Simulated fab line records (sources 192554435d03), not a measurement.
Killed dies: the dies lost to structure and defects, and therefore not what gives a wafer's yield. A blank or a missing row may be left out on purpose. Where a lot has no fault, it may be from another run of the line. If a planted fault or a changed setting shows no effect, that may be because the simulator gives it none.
Struck lot and sound lot, side by side -- flow n5_finfet -- 41 steps out of a route of 1938
Sound: wafers L949.2, L949.5, L949.6. Struck: wafer L939.3 (left out: L939.5, a lot-mate that was not struck); the cause follows at the end.
Per side, at each step with rows, come the tool, then ch with its chambers, and then its first start. Under that, the readings that differ: sound wafers -- struck wafers -- difference of the means -- sigmas: that difference in standard deviations of wafers without a fault.
alike: words and numbers the same on both sides, and readings whose means are apart by under 2 such deviations; not compared: readings that were withheld, readings missing a value for some wafer, numbers with overlapping values and no deviation given by the record, and bounds like >300 which may hide the same value.
The two part at a step that has a row with sigmas, a row that says differs or no value, or rows on one side only. When numbers do not overlap yet have no deviation, they are printed without sigmas and do not part them. Lack of a reading on every wafer of one side parts them only where that side has two or more wafers.

first, 9 steps without rows for these wafers: N5_BEOL_M4_ANNEAL_95 (time 240 s); N5_BEOL_M4_SPUTTER_96 (material Cu, target thk 4.5 nm, time 8.29 s); N5_BEOL_M4_ECD_50 (material Cu, target thk 300 nm); N5_BEOL_M4_ANNEAL_51 (time 90 s); N5_BEOL_M4_CMP_52 (polishes, stops on SiOC, t overpolish 6.8 s, target thk 40 nm); N5_BEOL_M4_PRE_CLEAN_60 (time 15 s); N5_BEOL_M4_CO_CAP_55 (material Co, precursor CCTBA/H2, target thk 2 nm, time 102.1 s); N5_BEOL_M4_PRE_CLEAN_56 (time 15 s); N5_BEOL_M4_DEP_57 (deposits SiCN from 3MS/NH3, target thk 8 nm, time 14 s).
N5_BEOL_M4_RC_MEAS_101:
  sound on prober-01 ch 0, day 13 01:19; struck on prober-01 ch 0, day 10 18:12
  alike: DIBL_N, DIBL_P, IOFF_N, IOFF_P, ION_N, ION_P, SS_N, SS_P, VT_N, VT_P
then, 24 steps without rows for these wafers: N5_BEOL_M5_ILD_DEP_00 (deposits SiCOH lowk from DEMS/porogen, target thk 140.64 nm, time 25.9 s); N5_BEOL_M5_CURE_79 (cures SiCOH lowk, time 240 s); N5_BEOL_M5_PECVD_70 (deposits SiO2 from TEOS/O2, target thk 16 nm, time 18 s); N5_BEOL_M5_HM_DEP_02 (deposits TiN, target thk 20 nm); N5_BEOL_M5_COAT_59 (time 60 s, resist thk 60 nm); N5_BEOL_M5_COAT_60 (time 60 s, resist thk 12 nm); N5_BEOL_M5_COAT_71 (time 60 s, resist thk 5 nm); N5_BEOL_M5_COAT_05 (resist thk 30 nm); N5_BEOL_M5_EBR_07; N5_BEOL_M5_SOFTBAKE_06 (time 60 s); N5_BEOL_M5_EXPOSE_08 (exposes mask M5, target cd 28 nm); N5_BEOL_M5_PEB_09 (peb time 60 s); N5_BEOL_M5_DEVELOP_10 (develop time 30 s); N5_BEOL_M5_DESCUM_16 (chemistry O2, time 7 s); N5_BEOL_M5_ETCH_72 (etches underlayer in N2/H2, target depth 6.5 nm, time 5.2 s); N5_BEOL_M5_ETCH_61 (etches SiARC in CF4, target depth 15.6 nm, time 26 s); N5_BEOL_M5_ETCH_62 (etches SOC in N2/H2, target depth 75 nm, overetch 15 nm, time 112.5 s); N5_BEOL_M5_STRIP_63 (strips in N2/H2); N5_BEOL_M5_STRIP_73 (strips in N2/H2); N5_BEOL_M5_STRIP_64 (strips in CF4); N5_BEOL_M5_HM_OPEN_17 (chemistry Cl2/BCl3, target TiN, target depth 20 nm, overetch 6 nm); N5_BEOL_M5_STRIP_19 (strips in O2); N5_BEOL_M5_COAT_65 (time 60 s, resist thk 60 nm); N5_BEOL_M5_COAT_66 (time 60 s, resist thk 12 nm).
-- record jumps: 2 days separate the struck wafers' starts on either side; left off in module BEOL_M5, taken up again in module BEOL_M11, whose first shown step is the route's number 1554 --
N5_BEOL_M11_ETCH_62: etches SOC in N2/H2, target depth 110 nm, overetch 22 nm, time 165 s.
  sound on rie_diel-01 ch 1,2,3, day 15 07:07; struck on rie_diel-03 ch 3, day 12 21:47
reading,sound,struck,difference,sigmas
rf_vpp_V (V),528 525 527,518,-9,-3
showerhead_plenum_p_Torr (Torr),2.68 2.62 2.59,2.34,-0.29,-3
model.etch.depth_nm (nm),99.53 99.7 99.54,94.5,-5.1,
model.SiARC_of_BEOL_M11_COAT_60.thk_nm (nm),23.6 23.8 23.4,25.2,+1.6,
model.BEOL_M11.cd_offset_nm (nm),0.4 1.2 0.6,-1.6,-2.3,
  alike: drypump_motor_current_A, oes_product_au, rf_fwd_power_W, throttle_valve_pct
  not compared: rf_hours_counter_h
N5_BEOL_M11_HM_OPEN_17: chemistry Cl2/BCl3, target TiN, target depth 20 nm, overetch 6 nm.
  sound on rie_metal-01 ch 0,1, day 15 07:18; struck on rie_metal-03 ch 1, day 12 22:00
reading,sound,struck,difference,sigmas
throttle_valve_pct (%),22.02 22.05 21.99,22.24,+0.22,+2
model.BEOL_M11.cd_offset_nm (nm),0.4 1.4 0.8,-1.6,-2.5,
  alike: drypump_motor_current_A, oes_product_au, rf_fwd_power_W
  not compared: rf_hours_counter_h
N5_BEOL_M11_CD_MEAS_18: pitch 140 nm, target cd 70 nm.
  sound on cd_sem-02 at day 15 07:31; struck on cd_sem-02 at day 12 22:09
  not compared: cd_nm
N5_BEOL_M11_VIA_ETCH_34: etches SiCOH lowk in C4F6/O2, target depth 184.5 nm, time 69.2 s.
  sound on rie_diel-05 ch 0,1, day 15 09:25; struck on rie_diel-05 ch 2, day 12 23:32
reading,sound,struck,difference,sigmas
oes_product_au (a.u.),0.88 0.81 0.87,0.28,-0.57,-6
  alike: drypump_motor_current_A, rf_fwd_power_W, rf_vpp_V, showerhead_plenum_p_Torr, throttle_valve_pct
  not compared: rf_hours_counter_h
N5_BEOL_M11_OCD_MEAS_38:
  sound on ocd-01 at day 15 09:42; struck on ocd-01 at day 12 23:49
reading,sound,struck,difference,sigmas
trench_depth_nm (nm),151.5 150.2 150.1,7.5,-143.1,-57
N5_BEOL_M11_CD_MEAS_35: target cd 70 nm.
  sound on cd_sem-03 at day 15 09:51; struck on cd_sem-02 at day 12 23:58
  not compared: cd_nm
N5_PASSIVATION_PROBE_49:
  only the struck wafers here have rows in the record (prober-02, day 14 11:59); the sound ones have none

== WHERE THEY PART ==
First at N5_BEOL_M11_ETCH_62; last, within this record, at N5_PASSIVATION_PROBE_49.

WHY: the cause the simulator had injected
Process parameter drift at N5_BEOL_M11_ETCH_62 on rie_diel-03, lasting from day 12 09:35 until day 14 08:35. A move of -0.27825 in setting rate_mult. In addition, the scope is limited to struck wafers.
